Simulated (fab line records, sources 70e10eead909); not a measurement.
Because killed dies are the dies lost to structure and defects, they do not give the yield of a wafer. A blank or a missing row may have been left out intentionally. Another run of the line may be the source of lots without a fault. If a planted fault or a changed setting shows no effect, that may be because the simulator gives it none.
Chamber matching / flow nandHarc / rieDiel-11 running NHARC_P_GATE_ETCH_104: 4 sister chambers
The step etches the open film in CF4/CHF3, target depth 60 nm. 4 wafers are shown with their chamber, then 11 later ones without.

WAFERS, EACH WITH ITS CHAMBER
wafer=L084.3; chamber=1; drypumpMotorCurrentA (A)=5.6
wafer=L088.3; chamber=3; drypumpMotorCurrentA (A)=5.2
wafer=L090.6; chamber=0; drypumpMotorCurrentA (A)=5.2
wafer=L089.4; chamber=2; drypumpMotorCurrentA (A)=5.9

WAFERS WITHOUT THEIR CHAMBER
wafer=L089.5; drypumpMotorCurrentA (A)=5.2
wafer=L089.6; drypumpMotorCurrentA (A)=5.8
wafer=L093.2; drypumpMotorCurrentA (A)=5.2
wafer=L093.5; drypumpMotorCurrentA (A)=5.9
wafer=L093.6; drypumpMotorCurrentA (A)=5.2
wafer=L095.2; drypumpMotorCurrentA (A)=5.9
wafer=L095.3; drypumpMotorCurrentA (A)=5.2
wafer=L095.4; drypumpMotorCurrentA (A)=5.2
wafer=L097.4; drypumpMotorCurrentA (A)=5.7
wafer=L097.5; drypumpMotorCurrentA (A)=5.2
wafer=L097.6; drypumpMotorCurrentA (A)=5.9

THE CHAMBER EACH PASSED THROUGH
wafer=L089.5; from the rows above=can't be placed: 0 or 3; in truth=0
wafer=L089.6; from the rows above=2; in truth=2
wafer=L093.2; from the rows above=can't be placed: 0 or 3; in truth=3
wafer=L093.5; from the rows above=2; in truth=2
wafer=L093.6; from the rows above=can't be placed: 0 or 3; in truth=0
wafer=L095.2; from the rows above=2; in truth=2
wafer=L095.3; from the rows above=can't be placed: 0 or 3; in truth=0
wafer=L095.4; from the rows above=can't be placed: 0 or 3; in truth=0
wafer=L097.4; from the rows above=1; in truth=1
wafer=L097.5; from the rows above=can't be placed: 0 or 3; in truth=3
wafer=L097.6; from the rows above=2; in truth=2
5 of 11 placed correctly. From these rows, 6 cannot be placed; in 6 the true chamber is one of the candidates. 0 placed wrongly.
How it was worked out, from the rows above alone: a wafer's distance from a chamber is the root of the sum, over the readings, of the square of ((its reading less the chamber's mean) divided by the reading's scatter). The wafer belongs to the nearest chamber; if the next one is less than 2 further off, it can't be placed. For every chamber, the mean is computed from those of its wafers that are shown. The scatter: root of mean squared gap, hidden wafer to nearest shown wafer, with one shown wafer a chamber.
